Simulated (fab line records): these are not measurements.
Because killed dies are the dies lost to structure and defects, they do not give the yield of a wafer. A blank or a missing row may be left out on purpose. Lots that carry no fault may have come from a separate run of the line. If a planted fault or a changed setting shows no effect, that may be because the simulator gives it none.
Matching of chambers | flow nand harc | rie diel-10 running NHARC_A_CHANNEL_HOLE_D1_ETCH_38: 4 sister chambers
The step etches the open film in CF4, target depth 39 nm, time 65 s. 14 wafers are shown with their chamber, then 7 later ones without.

## WAFERS PAIRED WITH THEIR CHAMBERS
wafer  | chamber | drypump motor current A (A) | rf vpp V (V) | oes product au (a.u.)
L413.3 | 2       | 5.82                        | 150.3        | 0.999
L413.4 | 1       | 5.33                        | 148.9        | 0.986
L413.5 | 2       | 5.82                        | 151.5        | 1.007
L415.1 | 2       | 5.81                        | 151.0        | 1.002
L415.2 | 0       | 5.88                        | 153.5        | 0.986
L415.6 | 3       | 6.18                        | 150.4        | 0.991
L416.2 | 2       | 5.84                        | 150.5        | 1.006
L416.4 | 0       | 5.91                        | 153.5        | 0.990
L416.6 | 1       | 5.34                        | 150.7        | 0.991
L419.1 | 1       | 5.34                        | 149.6        | 0.993
L419.3 | 0       | 5.87                        | 152.5        | 0.992
L419.6 | 2       | 5.84                        | 150.8        | 1.004
L423.2 | 1       | 5.34                        | 149.6        | 1.007
L423.4 | 2       | 5.83                        | 152.1        | 1.000

SIGNATURES (means of the wafers above)
reading                 | chamber 0 | chamber 1 | chamber 2 | chamber 3 | scatter within a chamber
drypump motor current A | 5.8867    | 5.3375    | 5.8267    | 6.1800    | 0.0129
rf vpp V                | 153.167   | 149.700   | 151.033   | 150.400   | 0.675
oes product au          | 0.98933   | 0.99425   | 1.00300   | 0.99100   | 0.0056
Rule: distance of a wafer from a chamber = root of the sum over the readings of ((wafer's reading minus chamber's mean) / reading's scatter) squared. The wafer belongs to the nearest chamber; if the next one is less than 2 further off, it can't be placed. The scatter is the square root of a quotient: the sum, over the shown wafers, of each reading's squared deviation from its chamber's mean, divided by wafers minus chambers.

## WAFERS WITH NO CHAMBER GIVEN
wafer  | drypump motor current A (A) | rf vpp V (V) | oes product au (a.u.)
L423.5 | 5.35                        | 149.9        | 1.002
L422.1 | 5.32                        | 149.2        | 1.006
L422.3 | 5.86                        | 151.5        | 0.988
L422.5 | 5.86                        | 151.2        | 0.996
L434.1 | 6.15                        | 149.1        | 0.993
L434.2 | 5.83                        | 150.8        | 0.994
L434.3 | 5.86                        | 151.1        | 0.996

## EACH ONE'S CHAMBER
wafer  | from the rows above     | in truth
L423.5 | 1                       | 1
L422.1 | 1                       | 1
L422.3 | can't be placed: 0 or 2 | 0
L422.5 | can't be placed: 2 or 0 | 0
L434.1 | 3                       | 3
L434.2 | 2                       | 2
L434.3 | can't be placed: 2 or 0 | 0
4 of 7 placed correctly. Unplaceable from these rows: 3, with the true chamber sitting among the candidates in 3. 0 placed wrongly.
